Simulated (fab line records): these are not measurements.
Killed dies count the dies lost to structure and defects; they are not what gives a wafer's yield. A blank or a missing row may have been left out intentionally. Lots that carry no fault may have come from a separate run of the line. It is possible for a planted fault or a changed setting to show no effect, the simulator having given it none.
Split-lot experiment || flow n5Finfet || on a route of 1938 steps: 7 lots, 21 wafers read

ABOUT THE SPLIT
At N5_SD_EPI_N_PEB_07 (peb time 60 s), the setting pebTimeS was moved away from the recipe's 60 s on 8 of the 21 wafers read, by -19.7% to +18.5%. For the rest of the wafers, this setting stayed at what the recipe calls for.

FROM THE SPLIT TO THE READING: what the file shows between them, 1 step
- N5_SD_EPI_N_DEVELOP_08: develop time 30 s

THE READING
cdNm at N5_SD_EPI_N_CD_MEAS_09, given in nm (cd target 120 nm). Typical for fault-free wafers on this fab line: 119.7 nm, with standard deviation 0.73 nm.

{"wafer": "L079.3", "tool, chamber at the split": "lithoTrack-04, 0", "pebTimeS as run, s": 60, "against the recipe": "recipe", "cdNm, nm": 118.6, "against lot-mates on the recipe": "-"}
{"wafer": "L079.5", "tool, chamber at the split": "lithoTrack-04, 0", "pebTimeS as run, s": 60, "against the recipe": "recipe", "cdNm, nm": 119.2, "against lot-mates on the recipe": "-"}
{"wafer": "L079.6", "tool, chamber at the split": "lithoTrack-04, 0", "pebTimeS as run, s": 60, "against the recipe": "recipe", "cdNm, nm": 118.5, "against lot-mates on the recipe": "-"}
{"wafer": "L084.1", "tool, chamber at the split": "lithoTrack-04, 0", "pebTimeS as run, s": 60, "against the recipe": "recipe", "cdNm, nm": 120.4, "against lot-mates on the recipe": "-"}
{"wafer": "L084.2", "tool, chamber at the split": "lithoTrack-04, 0", "pebTimeS as run, s": 68.22, "against the recipe": "+13.7%", "cdNm, nm": 124.1, "against lot-mates on the recipe": "+3.7"}
{"wafer": "L084.6", "tool, chamber at the split": "lithoTrack-04, 0", "pebTimeS as run, s": 68.22, "against the recipe": "+13.7%", "cdNm, nm": 125.0, "against lot-mates on the recipe": "+4.6"}
{"wafer": "L085.2", "tool, chamber at the split": "lithoTrack-03, 0", "pebTimeS as run, s": 60, "against the recipe": "recipe", "cdNm, nm": 120.2, "against lot-mates on the recipe": "-"}
{"wafer": "L085.5", "tool, chamber at the split": "lithoTrack-03, 0", "pebTimeS as run, s": 48.17, "against the recipe": "-19.7%", "cdNm, nm": 111.1, "against lot-mates on the recipe": -9.1}
{"wafer": "L085.6", "tool, chamber at the split": "lithoTrack-03, 0", "pebTimeS as run, s": 48.17, "against the recipe": "-19.7%", "cdNm, nm": 112.4, "against lot-mates on the recipe": -7.8}
{"wafer": "L091.1", "tool, chamber at the split": "lithoTrack-03, 0", "pebTimeS as run, s": 67.34, "against the recipe": "+12.2%", "cdNm, nm": 123.0, "against lot-mates on the recipe": "+2.6"}
{"wafer": "L091.4", "tool, chamber at the split": "lithoTrack-03, 0", "pebTimeS as run, s": 60, "against the recipe": "recipe", "cdNm, nm": 120.4, "against lot-mates on the recipe": "-"}
{"wafer": "L091.5", "tool, chamber at the split": "lithoTrack-03, 0", "pebTimeS as run, s": 67.34, "against the recipe": "+12.2%", "cdNm, nm": 123.0, "against lot-mates on the recipe": "+2.6"}
{"wafer": "L092.3", "tool, chamber at the split": "lithoTrack-02, 0", "pebTimeS as run, s": 71.1, "against the recipe": "+18.5%", "cdNm, nm": 126.6, "against lot-mates on the recipe": "+6.2"}
{"wafer": "L092.4", "tool, chamber at the split": "lithoTrack-02, 0", "pebTimeS as run, s": 60, "against the recipe": "recipe", "cdNm, nm": 120.2, "against lot-mates on the recipe": "-"}
{"wafer": "L092.5", "tool, chamber at the split": "lithoTrack-02, 0", "pebTimeS as run, s": 60, "against the recipe": "recipe", "cdNm, nm": 120.6, "against lot-mates on the recipe": "-"}
{"wafer": "L096.2", "tool, chamber at the split": "lithoTrack-03, 0", "pebTimeS as run, s": 60, "against the recipe": "recipe", "cdNm, nm": 119.3, "against lot-mates on the recipe": "-"}
{"wafer": "L096.3", "tool, chamber at the split": "lithoTrack-03, 0", "pebTimeS as run, s": 52.2, "against the recipe": "-13.0%", "cdNm, nm": 114.0, "against lot-mates on the recipe": -5.2}
{"wafer": "L096.4", "tool, chamber at the split": "lithoTrack-03, 0", "pebTimeS as run, s": 60, "against the recipe": "recipe", "cdNm, nm": 119.0, "against lot-mates on the recipe": "-"}
{"wafer": "L097.1", "tool, chamber at the split": "lithoTrack-04, 0", "pebTimeS as run, s": 60, "against the recipe": "recipe", "cdNm, nm": 118.9, "against lot-mates on the recipe": "-"}
{"wafer": "L097.2", "tool, chamber at the split": "lithoTrack-04, 0", "pebTimeS as run, s": 60, "against the recipe": "recipe", "cdNm, nm": 118.8, "against lot-mates on the recipe": "-"}
{"wafer": "L097.4", "tool, chamber at the split": "lithoTrack-04, 0", "pebTimeS as run, s": 60, "against the recipe": "recipe", "cdNm, nm": 119.4, "against lot-mates on the recipe": "-"}

THE FIT
A straight line over all 21 wafers: cdNm changes by +0.375 nm for each +1% of pebTimeS; r = +0.98; the points scatter about the line by 0.75 nm.
The same after taking each lot's own level away (the mean of its wafers on the recipe; 21 wafers): +0.356 nm for each +1%; r = +0.98; scatter 0.72 nm.
On that fit, the largest move of pebTimeS shifts the reading by 7 nm.
The span of the lots' own levels, 118.77 to 120.40 nm, comes to 2.2 times the standard deviation stated above.
The two slopes are in agreement: the lot-to-lot level therefore moves the slope only a little.
Check: -6.84 nm against its lot-mates is what the line predicts for one of the wafers moved furthest among these (-19.7%) when that wafer is left out of the fit. Against them it came out at -9.1 nm.

THESE WAFERS: OTHER SPLITS
Before the reading, these wafers also passed through other splits. Each is held against what the fit with the lots' levels taken away leaves over:
{"other split on the same wafers": "N5_FIN_SAQP_COAT_49 spinRpm", "wafers away from the commonest value": 3, "r with cdNm (lot level and that fit taken away)": -0.08}
{"other split on the same wafers": "N5_DUMMY_GATE_COAT_35 spinRpm", "wafers away from the commonest value": 7, "r with cdNm (lot level and that fit taken away)": "+0.07"}
{"other split on the same wafers": "N5_SD_EPI_N_COAT_32 spinRpm", "wafers away from the commonest value": 6, "r with cdNm (lot level and that fit taken away)": "+0.03"}

THE WHOLE CHAIN: every reading that the file lists as answering this split, in the file's order
{"step": "N5_SD_EPI_N_CD_MEAS_09", "what it does": "target cd 120 nm", "reading": "cdNm", "change (the file's fit)": "+0.354 nm for each +1% of the setting", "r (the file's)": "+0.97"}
{"step": "N5_SD_EPI_N_DESCUM_14", "what it does": "chemistry O2, time 7.9 s", "reading": "SD_EPI_N.cdNm (the simulator's own value, which no gauge read)", "change (the file's fit)": "+0.351 nm for each +1% of the setting", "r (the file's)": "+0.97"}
{"step": "N5_SD_EPI_N_ETCH_35", "what it does": "etches SOC in N2/H2, overetch 108 nm, time 486 s", "reading": "SD_EPI_N.cdNm (the simulator's own value, which no gauge read)", "change (the file's fit)": "+0.313 nm for each +1% of the setting", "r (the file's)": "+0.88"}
{"step": "N5_SD_EPI_N_ETCH_16", "what it does": "etches SiO2 in CHF3/O2, target depth 5 nm", "reading": "SD_EPI_N.cdNm (the simulator's own value, which no gauge read)", "change (the file's fit)": "+0.316 nm for each +1% of the setting", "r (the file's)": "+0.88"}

THE FILE'S OWN FIT
cdNm changes by +0.354 nm for each +1% of pebTimeS, r = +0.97.
